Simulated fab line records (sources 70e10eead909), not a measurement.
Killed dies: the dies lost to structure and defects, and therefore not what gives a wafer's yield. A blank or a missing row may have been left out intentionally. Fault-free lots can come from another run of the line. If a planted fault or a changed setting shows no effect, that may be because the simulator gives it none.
Which tool is to blame? + flow nand_harc + 12 lots with 34 wafers sampled at 6 steps, on a route of 1302 steps

## WHAT THE GAUGES SHOWED, per wafer
NHARC_A_SGD_CUT_INSPECT_25.
| lot  | measured     | on                | raw_defect_count |
|------|--------------|-------------------|------------------|
| L525 | day 19 23:17 | defect_inspect-02 | 517 487 483      |
| L526 | day 20 08:23 | defect_inspect-01 | 709 509 607      |
| L531 | day 22 00:30 | defect_inspect-01 | 398 410 503      |
| L530 | day 22 00:30 | defect_inspect-02 | 299 264 305      |
| L532 | day 22 19:34 | defect_inspect-01 | 374 453 315      |
| L533 | day 23 13:08 | defect_inspect-02 | 292 213 263      |
| L534 | day 23 13:06 | defect_inspect-01 | 487 527 484      |
| L535 | day 24 00:47 | defect_inspect-02 | 424 516 396      |
| L536 | day 24 14:32 | defect_inspect-01 | 399 414 433      |
| L538 | day 25 06:14 | defect_inspect-02 | 741 734          |
| L544 | day 27 19:29 | defect_inspect-01 | 298 341 373      |
| L547 | day 28 14:39 | defect_inspect-02 | 238 386 371      |

NHARC_END_SORT_01.
| lot  | measured     | on        | killed_at_array | killed_at_other | killed_at_periphery | killed_dies | killed_open | killed_short |
|------|--------------|-----------|-----------------|-----------------|---------------------|-------------|-------------|--------------|
| L525 | day 24 18:27 | prober-01 | 89 73 82        | 0 0 0           | 3 5 3               | 92 78 85    | 3 2 2       | 4 4 1        |
| L526 | day 25 09:55 | prober-01 | 55 53 60        | 0 0 0           | 10 15 13            | 65 68 73    | 2 1 3       | 3 2 3        |
| L531 | day 26 22:44 | prober-01 | 84 63 78        | 0 2 2           | 3 4 6               | 87 69 86    | 4 2 2       | 1 1 4        |
| L530 | day 26 23:28 | prober-02 | 51 50 52        | 1 0 2           | 2 5 1               | 54 55 55    | 4 4 3       | 4 2 2        |
| L532 | day 27 15:32 | prober-02 | 55 53 45        | 1 1 0           | 5 8 2               | 61 62 47    | 5 4 2       | 0 5 0        |
| L533 | day 28 03:53 | prober-01 | 54 52 60        | 3 3 4           | 4 2 2               | 61 57 66    | 5 2 4       | 3 1 0        |
| L534 | day 28 03:49 | prober-02 | 61 52 55        | 0 1 0           | 3 4 4               | 64 57 59    | 4 3 2       | 2 3 2        |
| L535 | day 28 19:32 | prober-01 | 42 56 55        | 0 0 0           | 5 6 3               | 47 62 58    | 4 5 8       | 1 3 5        |
| L536 | day 29 08:16 | prober-01 | 68 81 67        | 0 0 0           | 4 2 1               | 72 83 68    | 6 9 4       | 3 2 0        |
| L538 | day 31 08:33 | prober-02 | 300             | 0               | 3                   | 303         | 2           | 3            |
| L544 | day 32 21:02 | prober-02 | 46 60 75        | 0 1 0           | 3 5 2               | 49 66 77    | 4 5 5       | 2 4 3        |
| L547 | day 33 05:47 | prober-02 | 37 45 40        | 1 0 3           | 6 1 7               | 44 46 50    | 1 2 5       | 2 3 0        |

## WHAT TOOL EACH LOT RAN ON (gives the tool, then ch and the chambers of the sampled wafers, and finally the start)
| lot  | NHARC_A_SGD_CUT_DEP_00          | NHARC_A_SGD_CUT_ETCH_58            | NHARC_A_SGD_CUT_ETCH_59                       | NHARC_A_SGD_CUT_CMP_21        |
|------|---------------------------------|------------------------------------|-----------------------------------------------|-------------------------------|
| L525 | pecvd-04 ch 0,1,2, day 19 15:31 | rie_diel-13 ch 0,3, day 19 16:27   | rie_diel-13 ch 0,2,3, day 19 22:37 or earlier | cmp-01 ch 1,2,3, day 19 22:37 |
| L526 | pecvd-02 ch 0,1, day 20 00:47   | rie_diel-10 ch 1,3, day 20 01:46   | rie_diel-10 ch 0,2,3, day 20 07:40 or earlier | cmp-01 ch 2,3, day 20 07:40   |
| L531 | pecvd-04 ch 1,2, day 21 15:45   | rie_diel-13 ch 0,1,2, day 21 16:44 | rie_diel-13 ch 0,1, day 21 23:50 or earlier   | cmp-01 ch 0,2,3, day 21 23:50 |
| L530 | pecvd-02 ch 1,2, day 21 15:53   | rie_diel-07 ch 1,2,3, day 21 16:55 | rie_diel-07 ch 2,3, day 21 23:48 or earlier   | cmp-03 ch 1,3, day 21 23:48   |
| L532 | pecvd-02 ch 0,2, day 22 12:22   | rie_diel-10 ch 0,1,2, day 22 13:11 | rie_diel-10 ch 0,1,2, day 22 18:53 or earlier | cmp-04 ch 1,2,3, day 22 18:53 |
| L533 | pecvd-01 ch 0,1,2, day 23 05:34 | rie_diel-10 ch 0,1,3, day 23 06:33 | rie_diel-10 ch 0,2,3, day 23 12:23 or earlier | cmp-03 ch 0,1,3, day 23 12:23 |
| L534 | pecvd-02 ch 1,2, day 23 05:39   | rie_diel-13 ch 0,1,2, day 23 06:42 | rie_diel-13 ch 0,1,3, day 23 12:24 or earlier | cmp-04 ch 0,1,3, day 23 12:24 |
| L535 | pecvd-04 ch 0,2, day 23 16:34   | rie_diel-07 ch 1,2,3, day 23 17:31 | rie_diel-07 ch 0,1,2, day 24 00:08 or earlier | cmp-01 ch 1,2,3, day 24 00:08 |
| L536 | pecvd-04 ch 0,1, day 24 07:02   | rie_diel-10 ch 1,2, day 24 08:01   | rie_diel-10 ch 0,1, day 24 13:49 or earlier   | cmp-03 ch 0,2,3, day 24 13:49 |
| L538 | pecvd-04 ch 2, day 24 22:16     | rie_diel-10 ch 3, day 24 23:01     | rie_diel-10 ch 1, day 25 05:38 or earlier     | cmp-01 ch 2, day 25 05:38     |
| L544 | pecvd-01 ch 0,1, day 27 12:25   | rie_diel-10 ch 0,2,3, day 27 13:22 | rie_diel-10 ch 0,1,2, day 27 18:46 or earlier | cmp-03 ch 0,1,2, day 27 18:46 |
| L547 | pecvd-01 ch 0,1,2, day 28 05:49 | rie_diel-13 ch 1,2,3, day 28 06:42 | rie_diel-13 ch 0,2,3, day 28 13:56 or earlier | cmp-04 ch 0,2,3, day 28 13:56 |
- NHARC_A_SGD_CUT_DEP_00: deposits SiNx, target thk 50 nm.
- NHARC_A_SGD_CUT_ETCH_58: etches the open film in CF4, target depth 39 nm, time 65 s.
- NHARC_A_SGD_CUT_ETCH_59: etches the open film in N2/H2, target depth 260 nm, time 406.25 s.
- NHARC_A_SGD_CUT_CMP_21: polishes, target thk 148.19 nm.

## AS READ BY THE TOOLS THEMSELVES (means over the sampled wafers that have a number; for cases with no such wafer, the mark the record gives instead)
NHARC_A_SGD_CUT_DEP_00.
| lot  | tool     | heater_power_w (W) |
|------|----------|--------------------|
| L525 | pecvd-04 | 734                |
| L526 | pecvd-02 | 680                |
| L531 | pecvd-04 | 752                |
| L530 | pecvd-02 | 726                |
| L532 | pecvd-02 | 632                |
| L533 | pecvd-01 | 727                |
| L534 | pecvd-02 | 748                |
| L535 | pecvd-04 | 792                |
| L536 | pecvd-04 | 668                |
| L538 | pecvd-04 | 761                |
| L544 | pecvd-01 | 757                |
| L547 | pecvd-01 | 765                |

NHARC_A_SGD_CUT_ETCH_58.
| lot  | tool        | cf4_flow_sccm (sccm) | drypump_motor_current_A (A) | oes_product_au (a.u.) | rf_vpp_V (V) | showerhead_plenum_p_Torr (Torr) | throttle_valve_pct (%) |
|------|-------------|----------------------|-----------------------------|-----------------------|--------------|---------------------------------|------------------------|
| L525 | rie_diel-13 | 149.4                | 5.4                         | 1.008                 | 149.9        | 1.69                            | 13.286                 |
| L526 | rie_diel-10 | 150.0                | 6.1                         | 1.004                 | 150.8        | 1.70                            | 13.282                 |
| L531 | rie_diel-13 | 150.1                | 5.6                         | 1.002                 | 150.6        | 1.80                            | 13.281                 |
| L530 | rie_diel-07 | 150.2                | 6.0                         | 0.993                 | 150.9        | 1.78                            | 13.281                 |
| L532 | rie_diel-10 | 149.9                | 6.0                         | 0.994                 | 149.9        | 1.70                            | 13.284                 |
| L533 | rie_diel-10 | 149.7                | 5.9                         | 0.994                 | 150.4        | 1.69                            | 13.289                 |
| L534 | rie_diel-13 | 150.4                | 5.6                         | 0.995                 | 150.9        | 1.80                            | 13.286                 |
| L535 | rie_diel-07 | 149.6                | 6.0                         | 0.984                 | 150.6        | 1.77                            | 13.290                 |
| L536 | rie_diel-10 | 150.1                | 6.2                         | 0.998                 | 149.7        | 1.70                            | 13.293                 |
| L538 | rie_diel-10 | 149.6                | 5.4                         | 1.005                 | 152.0        | 1.66                            | 13.277                 |
| L544 | rie_diel-10 | 149.7                | 5.7                         | 1.013                 | 151.1        | 1.68                            | 13.284                 |
| L547 | rie_diel-13 | 150.1                | 5.8                         | 0.988                 | 151.7        | 1.82                            | 13.292                 |

NHARC_A_SGD_CUT_ETCH_59.
| lot  | tool        | drypump_motor_current_A (A) | h2_flow_sccm (sccm) | oes_product_au (a.u.) | rf_vpp_V (V) | showerhead_plenum_p_Torr (Torr) | throttle_valve_pct (%) |
|------|-------------|-----------------------------|---------------------|-----------------------|--------------|---------------------------------|------------------------|
| L525 | rie_diel-13 | 5.5                         | 150.3               | 1.006                 | 431.2        | 2.03                            | 14.172                 |
| L526 | rie_diel-10 | 5.7                         | 150.1               | 1.004                 | 427.0        | 1.93                            | 14.168                 |
| L531 | rie_diel-13 | 5.6                         | 149.7               | 1.008                 | 429.2        | 1.98                            | 14.181                 |
| L530 | rie_diel-07 | 5.9                         | 150.1               | 0.985                 | 431.2        | 2.06                            | 14.168                 |
| L532 | rie_diel-10 | 6.0                         | 149.7               | 0.998                 | 427.8        | 1.95                            | 14.168                 |
| L533 | rie_diel-10 | 5.7                         | 150.2               | 1.002                 | 427.2        | 1.93                            | 14.181                 |
| L534 | rie_diel-13 | 5.7                         | 150.2               | 0.993                 | 429.2        | 2.01                            | 14.169                 |
| L535 | rie_diel-07 | 5.9                         | 150.0               | 0.995                 | 429.3        | 2.02                            | 14.170                 |
| L536 | rie_diel-10 | 6.0                         | 150.3               | 0.993                 | 428.3        | 1.96                            | 14.173                 |
| L538 | rie_diel-10 | 6.4                         | 150.1               | 0.999                 | 427.2        | 1.97                            | 14.165                 |
| L544 | rie_diel-10 | 6.0                         | 149.8               | 1.023                 | 427.4        | 1.94                            | 14.175                 |
| L547 | rie_diel-13 | 5.5                         | 150.2               | 1.002                 | 430.6        | 2.03                            | 14.166                 |

NHARC_A_SGD_CUT_CMP_21.
| lot  | tool   | motor_current_A (A) | time_to_endpoint_s (s) |
|------|--------|---------------------|------------------------|
| L525 | cmp-01 | 12.6                | 52                     |
| L526 | cmp-01 | 12.1                | 54                     |
| L531 | cmp-01 | 11.5                | 54                     |
| L530 | cmp-03 | 12.4                | 52                     |
| L532 | cmp-04 | 11.6                | 52                     |
| L533 | cmp-03 | 12.6                | 52                     |
| L534 | cmp-04 | 11.8                | 51                     |
| L535 | cmp-01 | 12.7                | 51                     |
| L536 | cmp-03 | 13.2                | 51                     |
| L538 | cmp-01 | 11.3                | 51                     |
| L544 | cmp-03 | 12.9                | 47                     |
| L547 | cmp-04 | 11.5                | 55                     |

## THE ANSWER, worked out from the rows above alone
Rule: the lots themselves supply what counts as usual. The widest of any qualifying gaps counts: lots, ordered by their means at a reading, are off when they make up no more than a third of the lots, leave a main group of 4 or more, and stand apart from it by 3 or more times the standard deviation of that group's means. Not used: any main group whose means are identical at the precision the tables above print for the reading. Also off: a lot with no number at a reading for which 4 or more lots have one. Where the step has rows for the other lots, those lots are counted as sound. The gauges are gone through in route order, then the tools' own readings, and for those a lot's mean is taken as printed above. At the first step where some lot is off, the reading lying furthest off is the one used; lots without a number count as furthest.
Off, at NHARC_END_SORT_01 on killed_dies: L538. The main group: mean 64, standard deviation 11.
A tool fits if, at a process step before that reading, it ran every lot that is off, and no sound lot after the first of them. Gauges at NHARC_END_SORT_01: tried the same way as those tools. NHARC_A_SGD_CUT_ETCH_59 gives no start for some lots, so the hours and the order of its lots are those of NHARC_A_SGD_CUT_CMP_21. 2 tools fit, pecvd-04 at NHARC_A_SGD_CUT_DEP_00 and cmp-01 at NHARC_A_SGD_CUT_CMP_21, so this cannot tell which one it is.

## WHAT THE SIMULATOR HAD INSERTED
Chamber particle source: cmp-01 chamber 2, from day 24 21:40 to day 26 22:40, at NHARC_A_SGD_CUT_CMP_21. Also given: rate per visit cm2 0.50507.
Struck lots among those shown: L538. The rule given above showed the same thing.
